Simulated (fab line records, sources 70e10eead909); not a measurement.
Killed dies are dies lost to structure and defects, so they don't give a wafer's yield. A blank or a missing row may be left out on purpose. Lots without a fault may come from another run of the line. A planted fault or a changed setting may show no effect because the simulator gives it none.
Which tool did it? | flow nand_harc | 12 lots, 36 wafers sampled, at 2 steps of a route of 1302

WHAT THE GAUGES READ, wafer by wafer
NHARC_P_CONTACT_INSPECT_14.
lot  | measured     | on                | raw_defect_count
L075 | day 6 05:01  | defect_inspect-02 | 3 5 3
L077 | day 7 06:26  | defect_inspect-02 | 2 3 1
L079 | day 7 22:36  | defect_inspect-01 | 4 4 5
L081 | day 9 00:08  | defect_inspect-02 | 7 4 1
L083 | day 9 14:59  | defect_inspect-01 | 4 7 6
L085 | day 10 15:01 | defect_inspect-02 | 5 4 5
L087 | day 11 10:25 | defect_inspect-02 | 8 6 5
L089 | day 12 00:36 | defect_inspect-02 | 5 4 5
L091 | day 12 22:02 | defect_inspect-02 | 4 1 3
L093 | day 13 23:48 | defect_inspect-01 | 3 7 4
L095 | day 14 12:17 | defect_inspect-02 | 3 2 2
L097 | day 15 20:08 | defect_inspect-02 | 3 3 4

WHICH TOOL RAN EACH LOT (tool, then ch and the chambers of the sampled wafers, then the start)
lot  | NHARC_P_ZERO_WELL_DESCUM_39
L075 | rie_diel-10 ch 0,1, day 2 10:29
L077 | rie_diel-04 ch 0,1,3, day 3 09:29
L079 | rie_diel-04 ch 0,1,2, day 4 02:08
L081 | rie_diel-07 ch 0,1,2, day 4 22:41
L083 | rie_diel-10 ch 0,1,3, day 5 18:18
L085 | rie_diel-07 ch 2,3, day 6 14:11
L087 | rie_diel-07 ch 0,2, day 7 10:18
L089 | rie_diel-07 ch 0,1,3, day 8 07:23
L091 | rie_diel-07 ch 0,1,2, day 9 02:26
L093 | rie_diel-04 ch 0,3, day 9 22:14
L095 | rie_diel-10 ch 0,2, day 10 18:43
L097 | rie_diel-10 ch 1,2, day 11 14:17
- NHARC_P_ZERO_WELL_DESCUM_39: chemistry O2, time 3 s.

THE ANSWER, worked out from the rows above alone
Rule: what is usual is taken from the lots themselves. Put in order of their means at a reading, lots are off if they are a third of the lots or fewer, leave a main group of 4 or more, and stand apart from it by a gap of 3 or more times the standard deviation of the main group's means; of several such gaps the widest counts. A main group whose means are all the same, to the digits that the tables above print for the reading, isn't used. A lot without any number at a reading at which 4 lots or more have one is off too. The other lots that the step has rows for count as sound.
No lot is off at any reading shown: from this, nothing can be told.

WHAT THE SIMULATOR HAD PUT IN
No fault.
